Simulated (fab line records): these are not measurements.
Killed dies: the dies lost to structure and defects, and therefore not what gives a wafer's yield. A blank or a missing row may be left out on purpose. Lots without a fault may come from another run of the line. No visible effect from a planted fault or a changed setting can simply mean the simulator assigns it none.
Chamber matching :: flow nand_harc :: NHARC_A_STAIRCASE_DEP_156 on pecvd-02: 3 sister chambers
The step deposits SiNx, target thk 50 nm. 24 wafers are shown with their chamber, then 12 later ones without.

WAFERS PAIRED WITH THEIR CHAMBERS
wafer: L075.1
chamber: 2
heater_power_w (W): 535

wafer: L075.3
chamber: 1
heater_power_w (W): 542

wafer: L075.4
chamber: 0
heater_power_w (W): 709

wafer: L074.2
chamber: 0
heater_power_w (W): 591

wafer: L074.3
chamber: 1
heater_power_w (W): 601

wafer: L074.4
chamber: 2
heater_power_w (W): 534

wafer: L078.1
chamber: 2
heater_power_w (W): 464

wafer: L078.4
chamber: 2
heater_power_w (W): 464

wafer: L078.5
chamber: 1
heater_power_w (W): 617

wafer: L077.2
chamber: 2
heater_power_w (W): 519

wafer: L077.3
chamber: 1
heater_power_w (W): 533

wafer: L077.6
chamber: 2
heater_power_w (W): 533

wafer: L080.3
chamber: 1
heater_power_w (W): 510

wafer: L080.4
chamber: 0
heater_power_w (W): 631

wafer: L080.5
chamber: 1
heater_power_w (W): 508

wafer: L081.2
chamber: 2
heater_power_w (W): 483

wafer: L081.3
chamber: 0
heater_power_w (W): 682

wafer: L081.6
chamber: 1
heater_power_w (W): 512

wafer: L082.1
chamber: 0
heater_power_w (W): 665

wafer: L082.5
chamber: 0
heater_power_w (W): 658

wafer: L082.6
chamber: 2
heater_power_w (W): 456

wafer: L085.3
chamber: 0
heater_power_w (W): 634

wafer: L085.5
chamber: 0
heater_power_w (W): 610

wafer: L085.6
chamber: 2
heater_power_w (W): 455

SIGNATURES, as means of the wafers listed above
reading: heater_power_w
chamber 0: 647.50
chamber 1: 546.14
chamber 2: 493.67
scatter within a chamber: 39.6
Rule: for each reading, subtract the chamber's mean from the wafer's reading, divide by that reading's scatter and square the result; add these up over the readings and take the root, which gives the wafer's distance from the chamber. If the next closest chamber is less than 2 further off than the closest, the wafer can't be placed; otherwise it belongs to the closest. How the scatter is found: for the shown wafers, subtract from each reading the mean of its chamber, square and add these, divide the total by (wafers less chambers), then take the root.

WAFERS MISSING THEIR CHAMBER
wafer: L089.2
heater_power_w (W): 588

wafer: L089.3
heater_power_w (W): 568

wafer: L089.4
heater_power_w (W): 448

wafer: L087.2
heater_power_w (W): 581

wafer: L087.5
heater_power_w (W): 560

wafer: L087.6
heater_power_w (W): 413

wafer: L094.1
heater_power_w (W): 466

wafer: L094.2
heater_power_w (W): 569

wafer: L094.4
heater_power_w (W): 467

wafer: L097.2
heater_power_w (W): 619

wafer: L097.4
heater_power_w (W): 621

wafer: L097.6
heater_power_w (W): 511

WHICH CHAMBER EACH ONE RAN IN
wafer: L089.2
from the rows above: can't be placed: 1 or 0 or 2
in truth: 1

wafer: L089.3
from the rows above: can't be placed: 1 or 2 or 0
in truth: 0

wafer: L089.4
from the rows above: can't be placed: 2 or 1
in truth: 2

wafer: L087.2
from the rows above: can't be placed: 1 or 0 or 2
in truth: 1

wafer: L087.5
from the rows above: can't be placed: 1 or 2 or 0
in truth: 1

wafer: L087.6
from the rows above: can't be placed: 2 or 1
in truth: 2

wafer: L094.1
from the rows above: can't be placed: 2 or 1
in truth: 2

wafer: L094.2
from the rows above: can't be placed: 1 or 2 or 0
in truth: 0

wafer: L094.4
from the rows above: can't be placed: 2 or 1
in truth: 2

wafer: L097.2
from the rows above: can't be placed: 0 or 1
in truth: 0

wafer: L097.4
from the rows above: can't be placed: 0 or 1
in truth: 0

wafer: L097.6
from the rows above: can't be placed: 2 or 1
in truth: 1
0 of 12 placed correctly. Not placeable from these rows: 12 (in 12, the candidates include the true chamber). Wrongly placed: 0.
